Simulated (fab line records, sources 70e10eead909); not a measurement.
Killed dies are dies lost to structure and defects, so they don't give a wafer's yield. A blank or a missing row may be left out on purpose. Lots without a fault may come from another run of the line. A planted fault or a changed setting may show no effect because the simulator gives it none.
Problem report in the 8D (eight disciplines) form, filled by code | flow nand_harc | the parts of the form that need people (team, actions taken, sign-off) are left out

1. THE PROBLEM
overlay_x_nm at NHARC_A_SLIT_OVL_MEAS_10 reads a mean of 9.4 nm on 6 wafers of 2 lots; wafers without a fault read 0.1 nm with a standard deviation of 0.86. That is +11 standard deviations from the usual mean.
First seen on wafer L611.1, day 17 06:05, on overlay-01. The record holds 33 wafers of 11 lots with a number at this step. Rule for "out", or "out of limits": more than 4 standard deviations from the usual mean. The other wafers with a number count as sound.

2. WHAT IT IS AND WHAT IT IS NOT
question                    | is                     | is not
which readings at this step | overlay_x_nm           | overlay_y_nm
which lots                  | L611, L617             | L598, L599, L603, L606, L608, L609, L618, L620, L621
which wafers of those lots  | all that have a number | -
read on which gauges        | overlay-01             | overlay-02
when                        | from day 17 06:05      | up to then (18 sound wafers); but 9 sound wafers of L618, L620, L621 came after

3. SUSPECTS, AND WHAT RULES EACH OUT
Counting: a tool at a process step up to the reading stays a suspect if it ran every lot that is out and no sound lot after the first of them.
- the gauge at NHARC_A_SLIT_OVL_MEAS_10: kept. All the wafers that are out were read on overlay-01, and no step on other tools shows them out.
- arfi_scanner-01 at NHARC_A_SLIT_EXPOSE_06 (exposes mask SLIT): kept. It ran every lot that is out, first L611 (day 17 05:51), and no sound lot after that; its last sound lot up to then is L609 (day 17 04:32).
Left after counting: arfi_scanner-01 at NHARC_A_SLIT_EXPOSE_06, overlay-01 at NHARC_A_SLIT_OVL_MEAS_10.

4. THE CAUSE (what the simulator had put in)
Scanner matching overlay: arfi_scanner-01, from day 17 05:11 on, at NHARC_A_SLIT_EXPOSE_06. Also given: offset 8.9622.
Counting left 2 suspects, and this tool is among them.

5. THE CHAIN OF EFFECTS, in route order
Each row: a reading whose mean over the struck wafers that have a number lies more than 3 standard deviations from the usual. Only readings for which the record gives a usual standard deviation are gone through. hours: the time from each lot's start at the first step in this table that gives one to its start at this step, as a median over the lots. sigmas: the change in usual standard deviations.
hours | step                     | reading      | usual  | on struck wafers | change | sigmas
0     | NHARC_A_SLIT_OVL_MEAS_10 | overlay_x_nm | 0.1 nm | 9.4              | +9.3   | +11

6. WHAT WOULD HAVE CAUGHT IT SOONER
In this record the first reading out of limits at a measuring or inspecting step was taken at day 17 06:05, 1 hour after the fault began at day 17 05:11.
Of the tool readings at NHARC_A_SLIT_EXPOSE_06 for which the record gives a usual standard deviation, none was out on any struck wafer, so an alarm limit of 4 standard deviations on them would not have fired.
Of the lots that are out (2), L617 began NHARC_A_SLIT_EXPOSE_06 on arfi_scanner-01 after day 17 06:05. A hold on the tool at that time would have spared it.
